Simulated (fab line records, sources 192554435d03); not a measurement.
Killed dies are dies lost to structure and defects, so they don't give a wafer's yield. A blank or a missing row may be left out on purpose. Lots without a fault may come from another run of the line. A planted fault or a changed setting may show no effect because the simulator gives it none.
Chamber matching | flow n5_finfet | N5_MOL_CONTACT_COAG_CO_FILL_22 on cvd_co-01: 3 sister chambers
The step material Co, precursor CCTBA/H2, target thk 20 nm. 16 wafers are shown with their chamber, then 8 later ones without.

WAFERS WITH THEIR CHAMBER
wafer  | chamber | heater_power_w (W) | susceptor_temp_C (C)
L074.2 | 1       | 242                | 199.75
L074.5 | 2       | 251                | 200.05
L074.6 | 0       | 251                | 200.14
L081.3 | 2       | 266                | 200.03
L081.4 | 0       | 243                | 199.86
L081.5 | 0       | 249                | 199.91
L085.1 | 2       | 254                | 199.69
L085.3 | 0       | 251                | 200.19
L085.4 | 1       | 229                | 199.82
L088.2 | 0       | 251                | 199.97
L088.5 | 1       | 228                | 199.83
L088.6 | 0       | 251                | 199.84
L089.1 | 2       | 261                | 199.87
L089.4 | 0       | 254                | 199.93
L089.6 | 1       | 229                | 199.94
L092.4 | 2       | 260                | 200.08

SIGNATURES (means of the wafers above)
reading          | chamber 0 | chamber 1 | chamber 2 | scatter within a chamber
heater_power_w   | 250.00    | 232.00    | 258.40    | 5.15
susceptor_temp_C | 199.9771  | 199.8350  | 199.9440  | 0.135
Rule: a wafer's distance from a chamber is the root of the sum, over the readings, of the square of ((its reading less the chamber's mean) divided by the reading's scatter). The wafer belongs to the nearest chamber; if the next one is less than 2 further off, it can't be placed. The scatter: the root of (the sum of the squares of (reading less its chamber's mean) over the shown wafers, divided by (wafers less chambers)).

WAFERS WITHOUT THEIR CHAMBER
wafer  | heater_power_w (W) | susceptor_temp_C (C)
L092.5 | 225                | 200.14
L092.6 | 254                | 200.03
L093.1 | 228                | 199.97
L093.2 | 250                | 199.95
L093.6 | 219                | 199.95
L095.1 | 250                | 200.16
L095.3 | 256                | 200.12
L095.4 | 258                | 200.03

WHICH CHAMBER EACH WENT THROUGH
wafer  | from the rows above     | in truth
L092.5 | 1                       | 1
L092.6 | can't be placed: 0 or 2 | 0
L093.1 | 1                       | 1
L093.2 | can't be placed: 0 or 2 | 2
L093.6 | 1                       | 1
L095.1 | can't be placed: 0 or 2 | 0
L095.3 | can't be placed: 2 or 0 | 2
L095.4 | can't be placed: 2 or 0 | 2
Placed correctly: 3 of 8. Can't be placed from these rows: 5 (the true chamber is among the candidates in 5). Placed wrongly: 0.
